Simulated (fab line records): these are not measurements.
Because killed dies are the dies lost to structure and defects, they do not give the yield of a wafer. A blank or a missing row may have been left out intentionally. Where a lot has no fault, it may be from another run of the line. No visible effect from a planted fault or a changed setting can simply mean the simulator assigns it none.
A struck lot beside a sound one	flow n5Finfet	36 steps out of a route of 1938
Sound: wafers L134.3, L134.4, L134.5. Wafers struck: L140.2, L140.3, L140.6. At the end, the cause is stated.
Per side, at each step with rows, come the tool, then ch with its chambers, and then its first start. Under that, the readings that differ: sound wafers	struck wafers	difference of the means	sigmas: that difference in standard deviations of wafers without a fault.
alike: a reading whose means differ by less than 2 such deviations, as well as words and numbers matching on both sides. not compared: withheld readings; readings where some wafer has no value; bounds like >300 that might hide an equal value; numbers whose values overlap and for which the record gives no deviation.
The two part at a step that has a row with sigmas, a row that says differs or no value, or rows on one side only. Numbers that don't overlap but have no deviation are shown without sigmas and don't part them. A reading that every wafer of one side lacks parts them only if that side has two wafers or more.

first, 9 steps without rows for these wafers: N5_BEOL_M4_ANNEAL_95 (time 240 s); N5_BEOL_M4_SPUTTER_96 (material Cu, target thk 4.5 nm, time 8.29 s); N5_BEOL_M4_ECD_50 (material Cu, target thk 300 nm); N5_BEOL_M4_ANNEAL_51 (time 90 s); N5_BEOL_M4_CMP_52 (polishes, stops on SiOC, t overpolish 6.8 s, target thk 40 nm); N5_BEOL_M4_PRE_CLEAN_60 (time 15 s); N5_BEOL_M4_CO_CAP_55 (material Co, precursor CCTBA/H2, target thk 2 nm, time 102.1 s); N5_BEOL_M4_PRE_CLEAN_56 (time 15 s); N5_BEOL_M4_DEP_57 (deposits SiCN from 3MS/NH3, target thk 8 nm, time 14 s).
N5_BEOL_M4_RC_MEAS_101:
  sound on prober-01 ch 0, day 10 06:14; struck on prober-02 ch 0, day 12 15:40
  alike: DIBL_N, DIBL_P, IOFF_N, IOFF_P, ION_N, ION_P, SS_N, SS_P, VT_N, VT_P
then, 24 steps without rows for these wafers: N5_BEOL_M5_ILD_DEP_00 (deposits SiCOH lowk from DEMS/porogen, target thk 140.64 nm, time 25.9 s); N5_BEOL_M5_CURE_79 (cures SiCOH lowk, time 240 s); N5_BEOL_M5_PECVD_70 (deposits SiO2 from TEOS/O2, target thk 16 nm, time 18 s); N5_BEOL_M5_HM_DEP_02 (deposits TiN, target thk 20 nm); N5_BEOL_M5_COAT_59 (time 60 s, resist thk 60 nm); N5_BEOL_M5_COAT_60 (time 60 s, resist thk 12 nm); N5_BEOL_M5_COAT_71 (time 60 s, resist thk 5 nm); N5_BEOL_M5_COAT_05 (resist thk 30 nm); N5_BEOL_M5_EBR_07; N5_BEOL_M5_SOFTBAKE_06 (time 60 s); N5_BEOL_M5_EXPOSE_08 (exposes mask M5, target cd 28 nm); N5_BEOL_M5_PEB_09 (peb time 60 s); N5_BEOL_M5_DEVELOP_10 (develop time 30 s); N5_BEOL_M5_DESCUM_16 (chemistry O2, time 7 s); N5_BEOL_M5_ETCH_72 (etches underlayer in N2/H2, target depth 6.5 nm, time 5.2 s); N5_BEOL_M5_ETCH_61 (etches SiARC in CF4, target depth 15.6 nm, time 26 s); N5_BEOL_M5_ETCH_62 (etches SOC in N2/H2, target depth 75 nm, overetch 15 nm, time 112.5 s); N5_BEOL_M5_STRIP_63 (strips in N2/H2); N5_BEOL_M5_STRIP_73 (strips in N2/H2); N5_BEOL_M5_STRIP_64 (strips in CF4); N5_BEOL_M5_HM_OPEN_17 (chemistry Cl2/BCl3, target TiN, target depth 20 nm, overetch 6 nm); N5_BEOL_M5_STRIP_19 (strips in O2); N5_BEOL_M5_COAT_65 (time 60 s, resist thk 60 nm); N5_BEOL_M5_COAT_66 (time 60 s, resist thk 12 nm).
N5_BEOL_M6_ETCH_41: etches SiCN in CH3F/O2, target depth 29.7 nm, time 52 s.
  sound on rieDiel-01 ch 1,2, day 10 21:36; struck on rieDiel-01 ch 0,1, day 13 11:16
  no value came back on the struck wafers for any of 9 readings (CH3F_flow_sccm (sccm), O2_flow_sccm (sccm) and others); on the sound wafers CH3F_flow_sccm (sccm) reads 29.99 30.03 29.97
  not compared: rfHoursCounterH
-- the record jumps here: 4 days lie between the struck wafers' starts before and after (it left off in module BEOL_M6 and takes up again in module PASSIVATION, whose first step shown is number 1936 of the route) --
N5_PASSIVATION_PROBE_49:
  sound: prober-01 at day 14 10:33; struck: prober-01 at day 17 04:32
reading	sound	struck	difference	sigmas
defectLimitedYield (%)	90.8 91.7 91.1	0 0 0	-91	-57
killed_at_M4_up	14 15 14	1090 1049 1072	+1056	+99 or more
killedDies	109 98 105	1180 1180 1180	+1076	+57
killedOnRim	13 10 11	152 152 152	+141	+31
sort_bin_5_function (%)	5.4 4.7 5.0	96.5 94.9 95.7	+90.7	+91
sortNPass	1071 1082 1075	0 0 0	-1076	-57
sortYieldPct (%)	90.8 91.7 91.1	0 0 0	-91	-57
  alike: killed_at_M0_to_M3, killedAtContacts, killedAtFrontEnd, killedAtOther, killedOpen, killedShort, sort_bin_6_memory

## WHERE THEY PART
At N5_BEOL_M6_ETCH_41 first; at N5_PASSIVATION_PROBE_49 last (within this record only).

WHY: whatever the simulator had introduced
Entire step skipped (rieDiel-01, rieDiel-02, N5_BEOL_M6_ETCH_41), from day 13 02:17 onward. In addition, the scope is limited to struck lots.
